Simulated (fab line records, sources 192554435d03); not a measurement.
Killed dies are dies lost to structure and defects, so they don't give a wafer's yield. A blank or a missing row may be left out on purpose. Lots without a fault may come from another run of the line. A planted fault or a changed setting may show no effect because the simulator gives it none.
Split-lot experiment | flow n5_finfet | 7 lots, 39 wafers read, on a route of 1938 steps

THE SPLIT
At N5_FIN_SAQP_SPACER1_ALD_24 (deposits SiO2, target thk 20.3 nm, pulse time 1 s, purge time 2 s), the setting ald_cycles was moved away from the recipe's 218 on 15 of the 39 wafers read, by -53.2% to +52.8%. The other wafers ran this setting at the recipe's value.

FROM THE SPLIT TO THE READING: what the file shows between them, 2 steps
- N5_FIN_SAQP_SPACER1_ETCHBACK_25: etches SiO2 in CHF3/O2, target depth 24.4 nm, time 12.2 s
- N5_FIN_SAQP_MANDREL1_REMOVE_56: chemistry HBr/Cl2/O2, target a-Si, stops on SiNx, bt time 10 s

THE READING
cd_nm, in nm, at N5_FIN_SAQP_CD_MEAS_27 (target cd 20 nm). Fault-free wafers of this fab line usually give 20.18 nm, standard deviation 0.27 nm.

wafer  | tool, chamber at the split | ald_cycles as run | against the recipe | cd_nm, nm | against lot-mates on the recipe
L075.1 | ald_sin-04, 0,3            | 218               | recipe             | 19.97     | -
L075.2 | ald_sin-04, 2              | 218               | recipe             | 20.13     | -
L075.3 | ald_sin-04, 3              | 255               | +17.0%             | 23.81     | +3.77
L075.4 | ald_sin-04, 1              | 255               | +17.0%             | 23.39     | +3.35
L075.5 | ald_sin-04, 0,3            | 218               | recipe             | 20.02     | -
L075.6 | ald_sin-04, 2              | 255               | +17.0%             | 24.04     | +4.00
L077.1 | ald_sin-02, 3,0            | 218               | recipe             | 20.03     | -
L077.2 | ald_sin-02, 1              | 333               | +52.8%             | 30.73     | +10.65
L077.3 | ald_sin-02, 2              | 333               | +52.8%             | 30.68     | +10.60
L077.4 | ald_sin-02, 3,0            | 218               | recipe             | 20.04     | -
L077.5 | ald_sin-02, 1              | 333               | +52.8%             | 30.36     | +10.28
L077.6 | ald_sin-02, 0              | 218               | recipe             | 20.17     | -
L079.1 | ald_sin-01, 1,0,2,0        | 218               | recipe             | 20.18     | -
L079.2 | ald_sin-01, 3,1            | 218               | recipe             | 20.54     | -
L079.3 | ald_sin-01, 1,0,2,0        | 218               | recipe             | 20.89     | -
L079.4 | ald_sin-01, 1,0,2,0        | 218               | recipe             | 20.37     | -
L079.5 | ald_sin-01, 3,1            | 218               | recipe             | 20.30     | -
L079.6 | ald_sin-01, 1,0,2,0        | 218               | recipe             | 20.55     | -
L088.1 | ald_sin-01, 3,0            | 161               | -26.1%             | 15.13     | -4.99
L088.2 | ald_sin-01, 2              | 161               | -26.1%             | 15.11     | -5.01
L088.3 | ald_sin-01, 3,0            | 161               | -26.1%             | 14.96     | -5.16
L088.4 | ald_sin-01, 1,0,1          | 218               | recipe             | 20.50     | -
L088.5 | ald_sin-01, 1,0,1          | 218               | recipe             | 19.97     | -
L088.6 | ald_sin-01, 1,0,1          | 218               | recipe             | 19.89     | -
L089.1 | ald_sin-01, 2              | 102               | -53.2%             | 9.84      | -10.49
L089.2 | ald_sin-01, 0,3,2          | 218               | recipe             | 20.36     | -
L089.3 | ald_sin-01, 0,3,2          | 218               | recipe             | 20.23     | -
L089.4 | ald_sin-01, 1              | 102               | -53.2%             | 9.59      | -10.74
L089.5 | ald_sin-01, 0,3,2          | 218               | recipe             | 20.41     | -
L089.6 | ald_sin-01, 1              | 102               | -53.2%             | 9.02      | -11.31
L090.1 | ald_sin-02, 0              | 161               | -26.1%             | 14.81     | -5.22
L090.2 | ald_sin-02, 3              | 218               | recipe             | 19.97     | -
L090.3 | ald_sin-02, 1,2            | 161               | -26.1%             | 14.87     | -5.16
L090.4 | ald_sin-02, 1,2            | 161               | -26.1%             | 14.46     | -5.57
L090.5 | ald_sin-02, 2              | 218               | recipe             | 20.21     | -
L090.6 | ald_sin-02, 3              | 218               | recipe             | 19.90     | -
L093.4 | ald_sin-01, 1              | 218               | recipe             | 20.18     | -
L093.5 | ald_sin-01, 1              | 218               | recipe             | 20.49     | -
L093.6 | ald_sin-01, 2              | 218               | recipe             | 20.81     | -
Where a row lists several chambers, the file gives one row for several wafers and doesn't say which wafer went through which chamber.

THE FIT
A straight line over all 39 wafers: cd_nm changes by +0.2 nm for each +1% of ald_cycles; r = +1.00; the points scatter about the line by 0.28 nm.
The same after taking each lot's own level away (the mean of its wafers on the recipe; 39 wafers): +0.202 nm for each +1%; r = +1.00; scatter 0.24 nm.
On that fit, the largest move of ald_cycles shifts the reading by 11 nm.
The lots' own levels span 20.027 to 20.493 nm, that is 1.7 times the standard deviation above.
So the lot-to-lot level changes the slope little: the two slopes agree.
Check: with one of the wafers moved furthest among these (-53.2%) left out of the fit, the line predicts -10.8 nm for it against its lot-mates. It came out at -10.5 nm against them.

OTHER SPLITS ON THESE WAFERS
These wafers also went through other splits before the reading. Each is held against what the fit with the lots' levels taken away leaves over:
other split on the same wafers          | wafers away from the commonest value | r with cd_nm (lot level and that fit taken away)
N5_ZERO_LAYER_DEVELOP_10 develop_time_s | 15                                   | -0.02

THE WHOLE CHAIN: every reading that the file lists as answering this split, in the file's order
step                           | what it does                                                      | reading                                                                                 | change (the file's fit)               | r (the file's)
N5_FIN_SAQP_SPACER1_ALD_24     | deposits SiO2, target thk 20.3 nm, pulse time 1 s, purge time 2 s | SiO2_of_FIN_SAQP_SPACER1_ALD_24.thk_nm (the simulator's own value, which no gauge read) | +0.203 nm for each +1% of the setting | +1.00
N5_FIN_SAQP_MANDREL1_REMOVE_56 | chemistry HBr/Cl2/O2, target a-Si, stops on SiNx, bt time 10 s    | FIN_SAQP.cd_nm (the simulator's own value, which no gauge read)                         | +0.204 nm for each +1% of the setting | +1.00
N5_FIN_SAQP_CD_MEAS_27         | target cd 20 nm                                                   | cd_nm                                                                                   | +0.202 nm for each +1% of the setting | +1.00

THE FILE'S OWN FIT
cd_nm changes by +0.202 nm for each +1% of ald_cycles, r = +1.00.
